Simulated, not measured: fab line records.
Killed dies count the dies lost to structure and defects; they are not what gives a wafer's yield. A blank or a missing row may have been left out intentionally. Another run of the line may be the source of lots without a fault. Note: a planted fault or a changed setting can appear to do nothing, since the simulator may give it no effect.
A struck lot beside a sound one ; flow nandHarc ; 15 out of 1302 route steps
Sound: wafers L729.1, L729.3, L729.6. Wafers struck: L736.2, L736.4, L736.6. At the end, the cause is stated.
Each step with rows lists, per side, the tool, then ch with its chambers, then its first start. Under that, the readings that differ: sound wafers ; struck wafers ; difference of the means ; sigmas: that difference in standard deviations of wafers without a fault.
alike: readings with means less than 2 such deviations apart, plus words and numbers identical on both sides. not compared: withheld readings, readings lacking a value on some wafer, bounds such as >300 that could conceal the same value, and numbers that have no deviation in the record and whose values overlap.
The two part at a step that has a row with sigmas, a row that says differs or no value, or rows on one side only. Numbers that don't overlap but have no deviation are shown without sigmas and don't part them. A reading that every wafer of one side lacks parts them only if that side has two wafers or more.

NHARC_A_ZERO_WELL_DESCUM_12: chemistry O2, time 3 s.
  sound on rieDiel-09 ch 1,3, day 8 15:39; struck on rieDiel-07 ch 0,2, day 11 13:19
  alike: drypumpMotorCurrentA, oesProductAu, rfVppV, showerheadPlenumPTorr, throttleValvePct
  not compared: rfHoursCounterH
NHARC_A_ZERO_WELL_ETCH_19: etches the open film in N2/H2, target depth 80 nm, overetch 24 nm, time 87.88 s.
  sound on rieDiel-09 ch 1,2,3, day 8 15:44; struck on rieDiel-07 ch 0,1,3, day 11 13:24
  alike: drypumpMotorCurrentA, n2FlowSccm, oesProductAu, rfVppV, showerheadPlenumPTorr, throttleValvePct
  not compared: rfHoursCounterH
NHARC_A_ZERO_WELL_ETCH_13: etches the open film in HBr/Cl2, target depth 120 nm, time 40.1 s.
  sound on rieSi-01 ch 0,1, day 8 15:50; struck on rieSi-01 ch 2,3, day 11 13:33
  alike: drypumpMotorCurrentA, oesProductAu, throttleValvePct
  not compared: rfHoursCounterH
then, 4 steps without rows for these wafers: NHARC_A_ZERO_WELL_STRIP_14 (strips in SPM, time 900 s); NHARC_A_ZERO_WELL_IMPLANT_15; NHARC_A_ZERO_WELL_PRECLEAN_22 (cleans in SC1, time 60 s); NHARC_A_ZERO_WELL_SRD_23.
NHARC_A_ZERO_WELL_RTA_16: time 10 s.
  sound on rtpAnneal-01 ch 0, day 8 16:44; struck on rtpAnneal-01 ch 0, day 11 14:29
  alike: lampPowerPct, lamp_zone_5_pct, wafer_temp_C_max
NHARC_A_ZERO_WELL_INSPECT_17:
  sound on defectInspect-01, day 8 16:56; struck on defectInspect-01, day 11 14:39
  alike: rawDefectCount
then, 2 steps without rows for these wafers: NHARC_A_SOURCE_PLATE_PRECLEAN_00 (cleans in HF-LAST, time 60 s); NHARC_A_SOURCE_PLATE_SRD_01.
NHARC_A_SOURCE_PLATE_OXIDE_02: material SiO2, target thk 10 nm, ox time 1362 s.
  sound on furnace-08 ch 0, day 8 19:50; struck on furnace-08 ch 0, day 12 02:49
  alike: spikeTcUpperC, zonePowerBottomPct
NHARC_A_SOURCE_PLATE_THK_MEAS_09: measures by ellipsometry.
  sound on filmMetro-02, day 8 23:54; struck on filmMetro-01, day 12 07:22
reading;sound;struck;difference;sigmas
thkNm (nm);10.4 10.3 9.6;14.4 15.3 16.1;+5.2;+5
then, 1 step without rows for these wafers: NHARC_A_SOURCE_PLATE_PVD_04 (deposits WSi2, target thk 50 nm).
-- record jumps: 17 days between struck wafers' starts before vs after; left off in module A_SOURCE_PLATE, resumes in module END, first step shown is number 1302 of the route --
NHARC_END_SORT_01:
  sound on prober-01 ch 0, day 26 01:38; struck on prober-02 ch 0, day 28 20:19
  alike: killedAtArray, killedAtOther, killedAtPeriphery, killedDies, killedOpen, killedShort

WHERE THEY PART
At NHARC_A_SOURCE_PLATE_THK_MEAS_09 and nowhere else, as far as this record goes. Later steps at which nothing parts them and some readings are alike: NHARC_END_SORT_01.

WHY: the cause the simulator had injected
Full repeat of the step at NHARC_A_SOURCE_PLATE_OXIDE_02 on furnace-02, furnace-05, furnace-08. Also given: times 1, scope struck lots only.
